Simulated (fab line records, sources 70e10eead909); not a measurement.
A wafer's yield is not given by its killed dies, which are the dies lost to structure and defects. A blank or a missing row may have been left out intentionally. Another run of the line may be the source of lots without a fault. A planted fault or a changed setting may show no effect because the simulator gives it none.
Which of the tools did it? -- flow nand_harc -- 12 lots, 36 wafers sampled, at 6 steps of a route of 1302

## WHAT THE GAUGES SHOWED, per wafer
NHARC_P_ZERO_WELL_CD_MEAS_24: the cd target is 720 nm.
lot,measured,on,cd_nm (nm)
L428,day 1 06:46,cd_sem-03,720.2 720.3 718.6
L430,day 1 18:37,cd_sem-01,718.6 720.9 719.2
L433,day 3 00:37,cd_sem-03,720.0 720.4 720.3
L434,day 3 11:04,cd_sem-03,721.2 719.0 720.1
L435,day 3 20:38,cd_sem-01,721.4 718.8 720.6
L436,day 4 06:28,cd_sem-02,719.5 720.4 720.8
L437,day 4 16:46,cd_sem-01,682.0 683.1 683.3
L441,day 6 08:53,cd_sem-01,721.3 719.9 720.5
L447,day 8 20:28,cd_sem-01,719.1 720.5 720.7
L448,day 9 06:20,cd_sem-01,720.2 719.3 720.2
L450,day 10 02:20,cd_sem-01,720.8 720.2 719.5
L451,day 10 12:26,cd_sem-01,720.4 718.3 719.2

NHARC_P_STI_OCD_MEAS_43.
lot,measured,on,trench_depth_nm (nm),trench_foot_cd_nm (nm)
L428,day 2 05:16,ocd-01,304 302 302,158.2 161.1 159.5
L430,day 2 16:13,ocd-02,296 301 296,159.4 154.4 158.6
L433,day 3 22:10,ocd-01,299 303 303,159.1 155.2 157.4
L434,day 4 08:19,ocd-01,300 300 299,157.3 155.7 157.0
L435,day 4 21:55,ocd-02,300 296 295,158.4 158.2 158.6
L436,day 5 03:04,ocd-01,297 297 297,158.6 156.2 158.8
L437,day 5 20:02,ocd-02,303 301 306,156.9 157.3 154.7
L441,day 7 06:37,ocd-02,303 306 301,157.9 159.8 158.2
L447,day 9 20:32,ocd-01,300 305 299,159.9 155.9 159.0
L448,day 10 07:13,ocd-01,299 298 300,158.9 156.4 158.9
L450,day 11 01:42,ocd-01,294 293 291,157.5 157.8 158.1
L451,day 11 09:37,ocd-02,299 294 297,159.2 160.6 160.3

NHARC_END_SORT_01.
lot,measured,on,killed_at_array,killed_at_other,killed_at_periphery,killed_dies,killed_open,killed_short
L437,day 31 23:49,prober-01,52,1,2,55,2,2
L441,day 32 17:05,prober-02,32 36 29,0 0 0,4 3 2,36 39 31,5 1 2,2 0 2

## WHAT TOOL EACH LOT RAN ON (gives the tool, then ch and the chambers of the sampled wafers, and finally the start)
lot,NHARC_P_ZERO_WELL_EXPOSE_21,NHARC_P_GATE_DEP_103,NHARC_P_GATE_DESCUM_31
L428,"krf_scanner-04 ch 0, day 1 06:37","pecvd-03 ch 0,1, day 4 06:20","rie_diel-12 ch 2,3, day 4 07:11"
L430,"krf_scanner-04 ch 0, day 1 18:28","pecvd-03 ch 0,1, day 4 20:10","rie_diel-06 ch 0,3, day 4 21:02"
L433,"krf_scanner-02 ch 0, day 3 00:27","pecvd-03 ch 0,1,2, day 6 07:11","rie_diel-12 ch 1,2,3, day 6 07:55"
L434,"krf_scanner-03 ch 0, day 3 10:55","pecvd-01 ch 0,1,2, day 6 12:18","rie_diel-10 ch 2,3, day 6 13:04"
L435,"krf_scanner-02 ch 0, day 3 20:28","pecvd-03 ch 1,2, day 7 05:25","rie_diel-12 ch 0,1,2, day 7 06:23"
L436,"krf_scanner-04 ch 0, day 4 06:19","pecvd-02 ch 0,1,2, day 7 05:22","rie_diel-06 ch 0,1,3, day 7 06:13"
L437,"krf_scanner-03 ch 0, day 4 16:36","pecvd-01 ch 0,1,2, day 7 23:40","rie_diel-12 ch 0,2,3, day 8 00:31"
L441,"krf_scanner-03 ch 0, day 6 08:44","pecvd-03 ch 0,1, day 9 07:53","rie_diel-12 ch 0,2, day 9 08:50"
L447,"krf_scanner-02 ch 0, day 8 20:19","pecvd-03 ch 0,1,2, day 11 20:40","rie_diel-06 ch 0,1, day 11 21:30"
L448,"krf_scanner-02 ch 0, day 9 06:10","pecvd-01 ch 0,2, day 12 11:38","rie_diel-12 ch 1,2, day 12 12:25"
L450,"krf_scanner-04 ch 0, day 10 02:10","pecvd-02 ch 0,2, day 13 04:18","rie_diel-10 ch 0,1,2, day 13 05:02"
L451,"krf_scanner-04 ch 0, day 10 12:17","pecvd-02 ch 1,2, day 13 10:38","rie_diel-06 ch 0,3, day 13 11:22"
- NHARC_P_ZERO_WELL_EXPOSE_21: exposes mask P NWELL, target cd 720 nm.
- NHARC_P_GATE_DEP_103: deposits SiON, target thk 30 nm.
- NHARC_P_GATE_DESCUM_31: chemistry O2, time 3 s.

## AS READ BY THE TOOLS THEMSELVES (means over the sampled wafers that have a number; for cases with no such wafer, the mark the record gives instead)
NHARC_P_GATE_DEP_103.
lot,tool,heater_power_w (W)
L428,pecvd-03,734
L430,pecvd-03,670
L433,pecvd-03,685
L434,pecvd-01,693
L435,pecvd-03,620
L436,pecvd-02,783
L437,pecvd-01,786
L441,pecvd-03,635
L447,pecvd-03,633
L448,pecvd-01,711
L450,pecvd-02,853
L451,pecvd-02,759

NHARC_P_GATE_DESCUM_31.
lot,tool,drypump_motor_current_A (A),mfc_ar_sccm (sccm),oes_product_au (a.u.),rf_vpp_V (V),showerhead_plenum_p_Torr (Torr),throttle_valve_pct (%)
L428,rie_diel-12,5.9,0.015,0.994,57.7,1.96,11.301
L430,rie_diel-06,5.7,0.000,0.994,57.8,1.95,11.306
L433,rie_diel-12,6.0,0.008,1.004,57.9,1.92,11.319
L434,rie_diel-10,6.0,0.001,1.006,56.7,1.91,11.312
L435,rie_diel-12,6.0,0.007,0.993,58.0,1.90,11.310
L436,rie_diel-06,5.6,0.000,0.999,58.1,1.95,11.307
L437,rie_diel-12,6.2,0.008,1.005,57.8,1.92,11.312
L441,rie_diel-12,6.4,0.007,1.000,57.8,1.90,11.312
L447,rie_diel-06,5.5,0.001,0.999,57.8,1.96,11.315
L448,rie_diel-12,5.8,0.013,1.001,58.1,1.93,11.308
L450,rie_diel-10,5.8,0.000,1.003,57.2,1.91,11.318
L451,rie_diel-06,5.7,0.000,0.995,57.9,1.94,11.318

## THE ANSWER, worked out from the rows above alone
Rule: usual is defined by the lots themselves. Put in order of their means at a reading, lots are off if they are a third of the lots or fewer, leave a main group of 4 or more, and stand apart from it by a gap of 3 or more times the standard deviation of the main group's means; of several such gaps the widest counts. A main group whose means are all the same, to the digits that the tables above print for the reading, isn't used. A lot without any number at a reading at which 4 lots or more have one is off too. The other lots that the step has rows for count as sound. First the gauges in route order, then the tools' own readings, where a lot's mean is used as printed above. The first step at which some lot is off is used, and at that step the reading that is off furthest; a lot without a number counts as furthest.
Off: L437, at NHARC_P_ZERO_WELL_CD_MEAS_24 (cd_nm). The main group: mean 720.0 nm, standard deviation 0.35.
If a tool, at a process step before that reading, ran all the lots that are off and no sound lot after the first of them, it fits. Gauges at NHARC_P_ZERO_WELL_CD_MEAS_24: tried the same way as those tools. None of those tried fits.

## WHAT THE SIMULATOR HAD PUT IN
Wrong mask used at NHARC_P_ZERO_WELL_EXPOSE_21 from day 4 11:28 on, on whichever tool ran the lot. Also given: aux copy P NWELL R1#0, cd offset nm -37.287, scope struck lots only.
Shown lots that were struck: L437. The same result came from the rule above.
